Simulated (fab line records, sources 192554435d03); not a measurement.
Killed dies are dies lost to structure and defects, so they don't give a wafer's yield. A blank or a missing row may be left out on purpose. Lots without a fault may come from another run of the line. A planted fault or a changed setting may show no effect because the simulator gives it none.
Split-lot experiment | flow n5_finfet | 7 lots, 21 wafers read, on a route of 1938 steps

THE SPLIT
At N5_BEOL_M11_EXPOSE_08 (exposes mask M11), the setting dose_mj was moved away from the recipe's 53.75 on 6 of the 21 wafers read, by -7.4% to +3.3%. The other wafers ran this setting at the recipe's value.

FROM THE SPLIT TO THE READING: what the file shows between them, 10 steps
- N5_BEOL_M11_PEB_09: peb time 60 s
- N5_BEOL_M11_DEVELOP_10: develop time 30 s
- N5_BEOL_M11_CD_MEAS_11: target cd 64.1 nm
- N5_BEOL_M11_DESCUM_16: chemistry O2, time 7.9 s (also split here: time_s)
- N5_BEOL_M11_ETCH_61: etches SiARC in CF4, target depth 39 nm, time 65 s
- N5_BEOL_M11_ETCH_62: etches SOC in N2/H2, target depth 110 nm, overetch 22 nm, time 165 s
- N5_BEOL_M11_STRIP_68: strips in N2/H2
- N5_BEOL_M11_STRIP_67: strips in CF4
- N5_BEOL_M11_HM_OPEN_17: chemistry Cl2/BCl3, target TiN, target depth 20 nm, overetch 6 nm
- N5_BEOL_M11_STRIP_19: strips in O2

THE READING
cd_nm, in nm, at N5_BEOL_M11_CD_MEAS_18 (pitch 140 nm, target cd 70 nm). Fault-free wafers of this fab line usually give 70.0 nm, standard deviation 0.64 nm.

wafer  | tool, chamber at the split | dose_mj as run | against the recipe | cd_nm, nm | against lot-mates on the recipe
L076.1 | arfi_scanner-03, 0         | 53.75          | recipe             | 69.3      | -
L076.3 | arfi_scanner-03, 0         | 53.75          | recipe             | 69.3      | -
L076.4 | arfi_scanner-03, 0         | 53.75          | recipe             | 71.0      | -
L086.2 | arfi_scanner-03, 0         | 53.75          | recipe             | 69.0      | -
L086.3 | arfi_scanner-03, 0         | 53.75          | recipe             | 70.0      | -
L086.4 | arfi_scanner-03, 0         | 50.03          | -6.9%              | 66.1      | -3.4
L087.1 | arfi_scanner-01, 0         | 53.75          | recipe             | 69.2      | -
L087.2 | arfi_scanner-01, 0         | 53.75          | recipe             | 69.3      | -
L087.6 | arfi_scanner-01, 0         | 55.53          | +3.3%              | 71.4      | +2.2
L089.1 | arfi_scanner-03, 0         | 49.76          | -7.4%              | 66.8      | no lot-mate on the recipe
L089.4 | arfi_scanner-03, 0         | 49.76          | -7.4%              | 67.0      | no lot-mate on the recipe
L089.5 | arfi_scanner-03, 0         | 49.76          | -7.4%              | 67.9      | no lot-mate on the recipe
L092.2 | arfi_scanner-03, 0         | 53.75          | recipe             | 69.7      | -
L092.3 | arfi_scanner-03, 0         | 53.75          | recipe             | 70.4      | -
L092.4 | arfi_scanner-03, 0         | 51.4           | -4.4%              | 67.3      | -2.8
L090.2 | arfi_scanner-02, 0         | 53.75          | recipe             | 69.5      | -
L090.4 | arfi_scanner-02, 0         | 53.75          | recipe             | 70.2      | -
L090.5 | arfi_scanner-02, 0         | 53.75          | recipe             | 69.4      | -
L094.1 | arfi_scanner-03, 0         | 53.75          | recipe             | 70.1      | -
L094.5 | arfi_scanner-03, 0         | 53.75          | recipe             | 69.6      | -
L094.6 | arfi_scanner-03, 0         | 53.75          | recipe             | 70.1      | -

THE FIT
A straight line over all 21 wafers: cd_nm changes by +0.4 nm for each +1% of dose_mj; r = +0.91; the points scatter about the line by 0.6 nm.
The same after taking each lot's own level away (the mean of its wafers on the recipe; 18 wafers): +0.549 nm for each +1%; r = +0.93; scatter 0.47 nm.
On that fit, the largest move of dose_mj shifts the reading by 4.1 nm.
The lots' own levels span 69.25 to 70.05 nm, that is 1.3 times the standard deviation above.
So the lot-to-lot level changes the slope: the two fits differ.
Check: with one of the wafers moved furthest among these (-6.9%) left out of the fit, the line predicts -4.4 nm for it against its lot-mates. It came out at -3.4 nm against them.

OTHER SPLITS ON THESE WAFERS
These wafers also went through other splits before the reading. Each is held against what the fit with the lots' levels taken away leaves over:
other split on the same wafers    | wafers away from the commonest value | r with cd_nm (lot level and that fit taken away)
N5_BEOL_M10_TRENCH_ETCH_37 time_s | 8                                    | +0.03
N5_BEOL_M11_DESCUM_16 time_s      | 7                                    | +0.25

THE WHOLE CHAIN: every reading that the file lists as answering this split, in the file's order
step                   | what it does                                                         | reading                                                                | change (the file's fit)               | r (the file's)
N5_BEOL_M11_CD_MEAS_11 | target cd 64.1 nm                                                    | cd_nm                                                                  | +0.585 nm for each +1% of the setting | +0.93
N5_BEOL_M11_ETCH_61    | etches SiARC in CF4, target depth 39 nm, time 65 s                   | BEOL_M11.cd_offset_nm (the simulator's own value, which no gauge read) | +0.598 nm for each +1% of the setting | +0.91
N5_BEOL_M11_ETCH_62    | etches SOC in N2/H2, target depth 110 nm, overetch 22 nm, time 165 s | BEOL_M11.cd_offset_nm (the simulator's own value, which no gauge read) | +0.559 nm for each +1% of the setting | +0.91
N5_BEOL_M11_HM_OPEN_17 | chemistry Cl2/BCl3, target TiN, target depth 20 nm, overetch 6 nm    | BEOL_M11.cd_offset_nm (the simulator's own value, which no gauge read) | +0.55 nm for each +1% of the setting  | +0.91
N5_BEOL_M11_CD_MEAS_18 | pitch 140 nm, target cd 70 nm                                        | cd_nm                                                                  | +0.547 nm for each +1% of the setting | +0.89

THE FILE'S OWN FIT
cd_nm changes by +0.547 nm for each +1% of dose_mj, r = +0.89.
